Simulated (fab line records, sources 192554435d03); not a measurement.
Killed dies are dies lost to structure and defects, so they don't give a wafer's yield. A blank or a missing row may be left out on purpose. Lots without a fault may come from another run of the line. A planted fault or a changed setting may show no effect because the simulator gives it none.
fab line records | flow n5_finfet | part 2 of 2: steps 23 to 29 of 29
record lots=5 wafers=15 last_day=17
route steps=1938 shown BEOL_M1@770
lots that met no fault: from a run of the same line without faults
start_h: hours from the record's first day to the start of the lot's first wafer shown | wait_h: hours since the lot's step before | " the same as in the row above | L1.1+2: a row that stands for several wafers | - no value, or no start given | * or withheld: withheld | < > ~ a bound
route shown NAME@n: a module of which the file shows steps, and the number in the route of the first | usual: mean/standard deviation of fault-free wafers | same: alike in all rows | chamber/n: place in a boat | sites: the reading at each site | _std_site: their standard deviation | _edge_site: outer sites' mean less inner sites' | radius_mm: how far each site lies from the wafer's centre | mask NAME#n: copy n | behind: the tool/chamber that last shaped the wafer | hold: why the lot was held/for how many hours/how that ended | device: the transistor (n, p or np) that didn't switch | end of line: the same wafers' tests at the end of the route | a step without rows: its recipe alone | killed: dies lost to structure and defects at the first sort, not the wafer's yield | map: a wafer's dies, x killed, . not, _ none there
set.NAME: the setting as run; set.NAME@STEP: as run at that earlier step | model.NAME: the simulator's own value behind a step, which no gauge read
lots at some steps of the route; a table a step, a row a wafer
services: from which hour (start_h, from the record's first day; less than 0 if before it) a tool's chamber was out of use, for how many hours, and why
## steps
# step N5_BEOL_M1_ALD_98
# recipe material=SiO2 target_thk_a=25 temp_c=100 ald_precursor_family=BDEAS ald_co_reactant=O2-plasma pulse_time_s=1 co_reactant_pulse_time_s=1 purge_time_s=2 co_reactant_purge_time_s=2 ald_cycles=17 pressure_torr=2
# usual heater_power_outer_w=41/3.7 heater_power_w=79/7.8 precursor_pulse_height_rel=0.999/0.02
# columns lot.wafer tool chamber start_h wait_h heater_power_outer_w heater_power_w precursor_pulse_height_rel
L079.3 ald_sin-04 0 150.72 0.1 34 67 0.993
L079.5 " 1 " " 41 83 1.030
L079.6 " 0 " " 34 66 0.999
L082.3 ald_sin-01 3 182.13 0.1 42 84 1.001
L082.4 " 1 " " 37 67 1.004
L082.5 " 0 " " 47 87 1.013
L086.2 ald_sin-01 1 193.84 0.1 36 67 0.999
L086.4 " 2 " " 44 84 1.006
L086.6 " 3 " " 42 84 0.976
L087.1 ald_sin-01 0 207.08 0.1 46 85 0.973
L087.2 " 3 " " 42 84 0.970
L087.5 " 1 " " 37 68 0.987
L094.2 ald_sin-04 3 246.81 0.1 43 89 0.972
L094.3 " 2 " " 38 82 0.982
L094.5 " 0 " " 35 67 0.992
# step N5_BEOL_M1_ETCHBACK_99
# recipe chemistry=CHF3 target=SiO2 target_depth_a=50 time_s=10.4 source_w=215 bias_w=47 Ar_flow_sccm=200 CHF3_flow_sccm=12 ion_energy_ev=100 pressure_mtorr=30
# usual drypump_motor_current_A=5.8/0.68 oes_product_au=0.77/0.06 rf_vpp_V=241/5.2 showerhead_plenum_p_Torr=2.13/0.055 throttle_valve_pct=16.96/0.18
# columns lot.wafer tool chamber start_h wait_h drypump_motor_current_A oes_product_au rf_hours_counter_h rf_vpp_V showerhead_plenum_p_Torr throttle_valve_pct
L079.3 rie_diel-03 1 150.99 0.2 5.3 0.87 36 237 2.19 16.57
L079.5 " 0 " " 6.4 0.81 - 240 2.15 16.76
L079.6 " 3 " " 6.4 0.74 - 234 2.12 17.03
L082.3 rie_diel-01 0 184.78 2.6 5.6 0.79 124 239 2.18 17.17
L082.4 " 3 " " 6.4 0.87 42 236 2.11 16.98
L082.5 " 3 " " 6.4 0.87 - 236 2.11 16.99
L086.2 rie_diel-01 2 196.15 2.3 5.2 0.71 165 245 2.16 16.86
L086.4 " 1 " " 4.9 0.71 - 244 2.05 17.14
L086.6 " 2 " " 5.2 0.72 - 242 2.16 16.84
L087.1 rie_diel-03 3 207.79 0.7 6.5 0.73 210 234 2.11 17.04
L087.2 " 0 " " 6.4 0.79 96 241 2.15 16.78
L087.5 " 0 " " 6.4 0.78 - 239 2.15 16.78
L094.2 rie_diel-01 0 249.26 2.4 5.6 0.79 140 242 2.17 17.23
L094.3 " 1 " " 4.9 0.69 216 244 2.04 17.16
L094.5 " 0 " " 5.6 0.79 - 240 2.17 17.23
# step N5_BEOL_M1_ETCH_70
# recipe chemistry=N2/H2 target=SOC target_depth_a=800 overetch_a=160 mask_material=SiARC temp_c=40 time_s=120 ion_energy_ev=200 pressure_mtorr=30 source_w=840 bias_w=150 n2_flow_sccm=200 h2_flow_sccm=200
# usual drypump_motor_current_A=5.8/0.68 n2_flow_sccm=200.0/0.62 oes_product_au=0.60/0.044 rf_vpp_V=523.2/2.1 showerhead_plenum_p_Torr=2.52/0.073 throttle_valve_pct=17.70/0.19
# columns lot.wafer tool chamber start_h wait_h drypump_motor_current_A n2_flow_sccm oes_product_au rf_hours_counter_h rf_vpp_V showerhead_plenum_p_Torr throttle_valve_pct
L079.3 rie_diel-03 1 151.02 0.0 5.3 199.0 0.66 36 525.8 2.58 17.17
L079.5 " 0 " " 6.4 200.2 0.62 - 524.9 2.57 17.66
L079.6 " 3 " " 6.5 200.3 0.56 - 522.6 2.53 17.95
L082.3 rie_diel-01 0 184.82 0.0 5.6 200.3 0.60 124 523.7 2.56 17.76
L082.4 " 3 " " 6.4 200.7 0.66 42 522.9 2.49 17.72
L082.5 " 3 " " 6.4 201.6 0.66 - 521.1 2.49 17.70
L086.2 rie_diel-01 2 196.18 0.0 5.2 199.3 0.56 165 524.2 2.54 17.56
L086.4 " 1 " " 4.9 200.2 0.54 - 519.7 2.40 17.88
L086.6 " 2 " " 5.2 199.4 0.55 - 524.6 2.54 17.56
L087.1 rie_diel-03 3 207.83 0.0 6.5 200.1 0.55 210 523.1 2.52 17.99
L087.2 " 0 " " 6.4 199.4 0.62 96 526.0 2.56 17.67
L087.5 " 0 " " 6.4 200.3 0.63 - 523.7 2.56 17.69
L094.2 rie_diel-01 0 249.29 0.0 5.6 200.7 0.60 140 524.2 2.55 17.80
L094.3 " 1 " " 4.9 199.2 0.53 216 519.4 2.40 17.90
L094.5 " 0 " " 5.6 200.4 0.60 - 523.7 2.55 17.81
# step N5_BEOL_M1_STRIP_71
# recipe chemistry=N2/H2 temp_c=40 n2_flow_sccm=200 h2_flow_sccm=200 rf_frequency_hz=6e+07
# columns lot.wafer tool chamber start_h wait_h
L079.3+5+6 rie_diel-03 1,0,3 151.10 0.0
L082.3+4+5 rie_diel-01 0,3,3 184.90 0.0
L086.2+4+6 rie_diel-01 2,1,2 196.26 0.0
L087.1+2+5 rie_diel-03 3,0,0 207.91 0.0
L094.2+3+5 rie_diel-01 0,1,0 249.37 0.0
# step N5_BEOL_M1_STRIP_78
# recipe chemistry=N2/H2 temp_c=40 n2_flow_sccm=200 h2_flow_sccm=200 rf_frequency_hz=6e+07
# columns lot.wafer tool chamber start_h wait_h
L079.3+5+6 rie_diel-03 1,0,3 151.11 0.0
L082.3+4+5 rie_diel-01 0,3,3 184.91 0.0
L086.2+4+6 rie_diel-01 2,1,2 196.27 0.0
L087.1+2+5 rie_diel-03 3,0,0 207.92 0.0
L094.2+3+5 rie_diel-01 0,1,0 249.38 0.0
# step N5_BEOL_M1_VIA_ETCH_34
# recipe chemistry=C4F6/O2 target_depth_a=678 mask_material=SOC pressure_mtorr=15 ion_energy_ev=250 taper_deg=4 time_s=64.4 source_w=350 bias_w=170 Ar_flow_sccm=300 C4F6_flow_sccm=10 O2_flow_sccm=10
# usual O2_flow_sccm=10.002/0.029 drypump_motor_current_A=5.8/0.68 oes_product_au=0.77/0.059 rf_vpp_V=665/14 showerhead_plenum_p_Torr=2.82/0.07 throttle_valve_pct=30.57/0.22
# columns lot.wafer tool chamber start_h wait_h O2_flow_sccm drypump_motor_current_A oes_product_au rf_hours_counter_h rf_vpp_V showerhead_plenum_p_Torr throttle_valve_pct
L079.3 rie_diel-03 1 151.12 0.0 10.060 5.3 0.85 36 655 2.89 30.15
L079.5 " 0 " " 10.027 6.4 0.80 - 663 2.84 30.31
L079.6 " 3 " " 9.947 6.5 0.73 - 644 2.79 30.46
L082.3 rie_diel-01 0 184.92 0.0 10.004 5.6 0.81 124 666 2.87 30.89
L082.4 " 3 " " 9.961 6.4 0.87 42 651 2.79 30.79
L082.5 " 3 " " 9.971 6.4 0.87 - 651 2.79 30.81
L086.2 rie_diel-01 2 196.28 0.0 10.052 5.2 0.70 165 675 2.85 30.53
L086.4 " 1 " " 10.057 4.9 0.69 - 673 2.71 30.65
L086.6 " 2 " " 10.050 5.2 0.71 - 674 2.85 30.51
L087.1 rie_diel-03 3 207.93 0.0 10.018 6.4 0.72 210 647 2.79 30.48
L087.2 " 0 " " 10.009 6.4 0.80 97 661 2.84 30.32
L087.5 " 0 " " 10.031 6.4 0.78 - 662 2.84 30.32
L094.2 rie_diel-01 0 249.39 0.0 10.027 5.6 0.78 140 665 2.87 30.89
L094.3 " 1 " " 10.009 4.9 0.69 217 673 2.70 30.65
L094.5 " 0 " " 10.018 5.6 0.79 - 666 2.87 30.90
# step N5_BEOL_M1_STRIP_83
# recipe chemistry=C4F6/O2 resist=SiARC rf_frequency_hz=6e+07
# columns lot.wafer tool chamber start_h wait_h
L079.3+5+6 rie_diel-03 1,0,3 151.17 0.0
L082.3+4+5 rie_diel-01 0,3,3 184.97 0.0
L086.2+4+6 rie_diel-01 2,1,2 196.33 0.0
L087.1+2+5 rie_diel-03 3,0,0 207.98 0.0
L094.2+3+5 rie_diel-01 0,1,0 249.44 0.0
## services
# columns tool chamber start_h hours kind
ald_sin-01 2 130.05 33.2 repair
euv_scanner-02 - 134.38 1.0 pm
rie_diel-01 1 136.98 6.2 repair
euv_scanner-01 - 141.66 1.0 pm
ald_sin-04 0 144.09 3.0 repair
rie_diel-04 3 157.82 7.7 repair
rie_diel-01 3 159.74 5.1 repair
rie_diel-04 0 164.51 10.8 repair
euv_scanner-02 - 174.16 1.3 repair
euv_scanner-02 - 190.53 1.0 pm
euv_scanner-02 - 191.78 0.7 repair
rie_diel-01 0 192.03 15.2 repair
rie_metal-02 - 192.83 2.7 repair
ald_sin-04 0 197.08 28.9 repair
ald_sin-01 0 197.52 1.3 repair
euv_scanner-01 - 197.81 1.0 pm
euv_scanner-01 - 199.14 5.8 pm
rie_diel-01 3 199.51 13.7 repair
rie_diel-01 1 203.97 4.9 repair
euv_scanner-02 - 205.96 2.1 repair
ald_sin-01 2 213.45 1.4 repair
rie_diel-01 3 233.71 4.6 repair
euv_scanner-02 - 244.11 1.1 repair
rie_diel-03 - 247.81 0.9 repair
